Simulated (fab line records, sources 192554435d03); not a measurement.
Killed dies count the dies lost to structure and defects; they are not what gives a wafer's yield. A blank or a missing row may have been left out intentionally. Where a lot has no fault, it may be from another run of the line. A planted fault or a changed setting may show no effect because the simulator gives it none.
Chamber matching :: flow n5-finfet :: N5_BEOL_M0_SAQP_MANDREL_ETCH_103 on rie-si-01 has 4 sister chambers
The step etches a-Si in HBr/Cl2, stops on SiCN, target depth 45 nm, bt time 10 s, time 27 s. 4 wafers are shown with their chamber, then 9 later ones without.

## WAFERS PAIRED WITH THEIR CHAMBERS
wafer: L092.2
chamber: 1
throttle-valve-pct (%): 35.4

wafer: L092.5
chamber: 0
throttle-valve-pct (%): 35.2

wafer: L093.1
chamber: 2
throttle-valve-pct (%): 35.1

wafer: L093.6
chamber: 3
throttle-valve-pct (%): 35.5

## WAFERS WHOSE CHAMBER IS MISSING
wafer: L094.2
throttle-valve-pct (%): 35.3

wafer: L094.5
throttle-valve-pct (%): 35.2

wafer: L094.6
throttle-valve-pct (%): 35.5

wafer: L096.1
throttle-valve-pct (%): 35.4

wafer: L096.2
throttle-valve-pct (%): 35.2

wafer: L096.6
throttle-valve-pct (%): 35.1

wafer: L097.1
throttle-valve-pct (%): 35.2

wafer: L097.3
throttle-valve-pct (%): 35.3

wafer: L097.5
throttle-valve-pct (%): 35.3

## EACH ONE'S CHAMBER
wafer: L094.2
from the rows above: can't be placed: 0 or 1 or 2 or 3
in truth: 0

wafer: L094.5
from the rows above: can't be placed: 0 or 2
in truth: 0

wafer: L094.6
from the rows above: can't be placed: 3 or 1
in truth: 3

wafer: L096.1
from the rows above: can't be placed: 1 or 3
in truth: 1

wafer: L096.2
from the rows above: can't be placed: 0 or 2
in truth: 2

wafer: L096.6
from the rows above: can't be placed: 2 or 0
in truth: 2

wafer: L097.1
from the rows above: can't be placed: 0 or 2
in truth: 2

wafer: L097.3
from the rows above: can't be placed: 0 or 1 or 2 or 3
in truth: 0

wafer: L097.5
from the rows above: can't be placed: 0 or 1 or 2 or 3
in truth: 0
Placed correctly: 0 of 9. Cannot be placed on the basis of these rows: 9; the candidates contain the true chamber in 9. Wrongly placed: 0.
How it was worked out, from the rows above alone: a wafer's distance from a chamber is the root of the sum, over the readings, of the square of ((its reading less the chamber's mean) divided by the reading's scatter). If the next closest chamber is less than 2 further off than the closest, the wafer can't be placed; otherwise it belongs to the closest. Each chamber's mean is taken over the wafers shown for it. The scatter: root of mean squared gap, hidden wafer to nearest shown wafer, with one shown wafer a chamber.
